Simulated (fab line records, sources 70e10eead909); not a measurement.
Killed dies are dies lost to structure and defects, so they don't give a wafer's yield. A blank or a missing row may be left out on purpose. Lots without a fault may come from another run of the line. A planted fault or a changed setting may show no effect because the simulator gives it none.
Which tool did it? | flow nand_harc | 14 lots, 42 wafers sampled, at 5 steps of a route of 1302

WHAT THE GAUGES READ, wafer by wafer
NHARC_A_ONON_D1_THK_MEAS_14: measures by ellipsometry. Usual: thk_nm 1002 nm, standard deviation 11.
lot  | measured     | on            | thk_nm (nm)    | flag
L560 | day 8 03:03  | film_metro-02 | 976 980 978    |
L561 | day 8 03:04  | film_metro-01 | 1016 1015 1013 |
L562 | day 8 18:31  | film_metro-02 | 1002 1003 1003 |
L568 | day 11 03:08 | film_metro-02 | 1022 1021 1020 |
L569 | day 11 08:35 | film_metro-01 | 1007 1007 1008 |
L574 | day 13 23:21 | film_metro-02 | 996 996 996    |
L573 | day 13 23:21 | film_metro-01 | 995 996 995    |
L576 | day 14 18:25 | film_metro-02 | 987 987 989    |
L577 | day 15 08:14 | film_metro-01 | 997 997 997    |
L578 | day 15 15:56 | film_metro-01 | 1007 1007 1003 |
L580 | day 16 01:23 | film_metro-01 | 986 986 987    |
L581 | day 16 19:21 | film_metro-01 | 988 990 989    |
L582 | day 16 23:25 | film_metro-01 | 997 998 998    |
L583 | day 17 06:45 | film_metro-01 | 1020 1021 1020 |

NHARC_A_ONON_D1_THK_MEAS_34: measures by ellipsometry. Usual: thk_nm 201 nm, standard deviation 3.2.
lot  | measured     | on            | thk_nm (nm) | flag
L560 | day 8 13:42  | film_metro-01 | 197 196 196 |
L561 | day 8 13:34  | film_metro-02 | 202 197 202 |
L562 | day 9 05:04  | film_metro-02 | 196 199 201 |
L568 | day 11 14:11 | film_metro-01 | 202 202 204 |
L569 | day 11 21:04 | film_metro-02 | 201 209 204 |
L574 | day 14 13:14 | film_metro-02 | 197 199 206 |
L573 | day 14 13:14 | film_metro-01 | 200 201 203 |
L576 | day 15 05:40 | film_metro-01 | 198 201 205 |
L577 | day 15 18:42 | film_metro-02 | 196 201 200 |
L578 | day 16 02:40 | film_metro-02 | 199 199 201 |
L580 | day 16 11:59 | film_metro-02 | 196 196 197 |
L581 | day 17 06:08 | film_metro-02 | 207 203 206 |
L582 | day 17 10:01 | film_metro-02 | 198 199 202 |
L583 | day 17 18:13 | film_metro-02 | 198 201 199 |

NHARC_A_CHANNEL_HOLE_D1_OVL_MEAS_11. Usual: overlay_x_nm -0.1 nm, standard deviation 0.81; overlay_y_nm 0.0 nm, standard deviation 0.67.
lot  | measured     | on         | overlay_x_nm (nm) | overlay_y_nm (nm) | flag
L560 | day 8 16:36  | overlay-02 | -1.0 -1.3 -0.8    | 0.1 0.0 0.4       |
L561 | day 8 16:22  | overlay-01 | 0.1 0.5 0.4       | -0.6 -0.7 -0.7    |
L562 | day 9 10:41  | overlay-02 | -1.0 -0.6 -0.8    | -0.9 -0.7 -0.8    |
L568 | day 11 20:02 | overlay-01 | -1.5 -1.9 -1.1    | 0.0 0.0 0.3       |
L569 | day 12 01:45 | overlay-01 | 1.1 0.4 0.2       | 0.1 0.4 -0.2      |
L574 | day 14 16:05 | overlay-01 | -0.8 -0.4 -0.8    | -0.7 -0.1 -0.7    |
L573 | day 14 16:44 | overlay-02 | 0.3 0.4 0.3       | -0.1 -0.7 -0.2    |
L576 | day 15 11:20 | overlay-01 | 0.5 0.8 0.9       | 0.3 0.8 0.5       |
L577 | day 15 21:58 | overlay-01 | 0.6 0.7 0.0       | 1.2 0.9 0.9       |
L578 | day 16 05:30 | overlay-02 | 0.8 0.6 0.3       | -0.1 -0.6 0.3     |
L580 | day 16 14:43 | overlay-01 | 0.0 -0.1 0.0      | 0.5 0.2 0.4       |
L581 | day 17 09:22 | overlay-02 | -0.2 -0.5 -0.1    | -0.3 -0.5 -0.7    |
L582 | day 17 12:52 | overlay-02 | -0.1 0.0 0.4      | 0.1 -0.2 0.2      |
L583 | day 17 21:11 | overlay-02 | 0.0 0.0 0.1       | 0.1 0.1 -0.2      |

NHARC_END_SORT_01. Usual: killed_at_array 59, standard deviation 16; killed_at_other 0.7, standard deviation 1.1; killed_at_periphery 4, standard deviation 3; killed_dies 64, standard deviation 16; killed_open 3.4, standard deviation 1.8; killed_short 2.6, standard deviation 1.7.
lot  | measured     | on        | killed_at_array | killed_at_other | killed_at_periphery | killed_dies | killed_open | killed_short | flag
L576 | day 31 04:16 | prober-01 | 56 32 47        | 0 0 0           | 4 2 9               | 60 34 56    | 3 1 6       | 1 2 4        |

WHICH TOOL RAN EACH LOT (tool, then ch and the chambers of the sampled wafers, then the start)
lot  | NHARC_A_CHANNEL_HOLE_D1_SOFTBAKE_05
L560 | litho_track-04 ch 0, day 8 16:00
L561 | litho_track-01 ch 0, day 8 15:00
L562 | litho_track-06 ch 0, day 9 10:00
L568 | litho_track-01 ch 0, day 11 19:00
L569 | litho_track-01 ch 0, day 12 01:00
L574 | litho_track-04 ch 0, day 14 15:00
L573 | litho_track-06 ch 0, day 14 16:00
L576 | litho_track-06 ch 0, day 15 10:00
L577 | litho_track-01 ch 0, day 15 21:00
L578 | litho_track-06 ch 0, day 16 04:00
L580 | litho_track-01 ch 0, day 16 14:00
L581 | litho_track-01 ch 0, day 17 08:00
L582 | litho_track-06 ch 0, day 17 12:00
L583 | litho_track-06 ch 0, day 17 20:00
- NHARC_A_CHANNEL_HOLE_D1_SOFTBAKE_05: time 55 s.

WHAT THE TOOLS THEMSELVES READ (means of the sampled wafers that have a number; where no wafer has one, the mark that the record gives instead)
NHARC_A_CHANNEL_HOLE_D1_SOFTBAKE_05. Usual: heater_power_total_W 188.44 W, standard deviation 0.12.
lot  | tool           | heater_power_total_W (W) | flag
L560 | litho_track-04 | 188.44                   |
L561 | litho_track-01 | 188.50                   |
L562 | litho_track-06 | 188.42                   |
L568 | litho_track-01 | 211.26                   | OFF
L569 | litho_track-01 | 211.13                   | OFF
L574 | litho_track-04 | 188.55                   |
L573 | litho_track-06 | 188.37                   |
L576 | litho_track-06 | 188.51                   |
L577 | litho_track-01 | 188.38                   |
L578 | litho_track-06 | 188.46                   |
L580 | litho_track-01 | 188.48                   |
L581 | litho_track-01 | 188.46                   |
L582 | litho_track-06 | 188.43                   |
L583 | litho_track-06 | 188.38                   |

THE ANSWER, worked out from the rows above alone
Rule: a lot is off if the mean of its wafers that have a number lies more than 3 standard deviations from the usual mean. A lot without any number at a reading at which 4 lots or more have one is off too. The other lots that the step has rows for count as sound. The gauges are gone through in route order, then the tools' own readings, and for those a lot's mean is taken as printed above. The first step at which some lot is off is used, and at that step the reading that is off furthest; a lot without a number counts as furthest.
Off: L568, L569, at NHARC_A_CHANNEL_HOLE_D1_SOFTBAKE_05 (heater_power_total_W).
A tool fits if, at that step or a process step before it, it ran every lot that is off, and no sound lot after the first of them. None of those tried fits.

WHAT THE SIMULATOR HAD PUT IN
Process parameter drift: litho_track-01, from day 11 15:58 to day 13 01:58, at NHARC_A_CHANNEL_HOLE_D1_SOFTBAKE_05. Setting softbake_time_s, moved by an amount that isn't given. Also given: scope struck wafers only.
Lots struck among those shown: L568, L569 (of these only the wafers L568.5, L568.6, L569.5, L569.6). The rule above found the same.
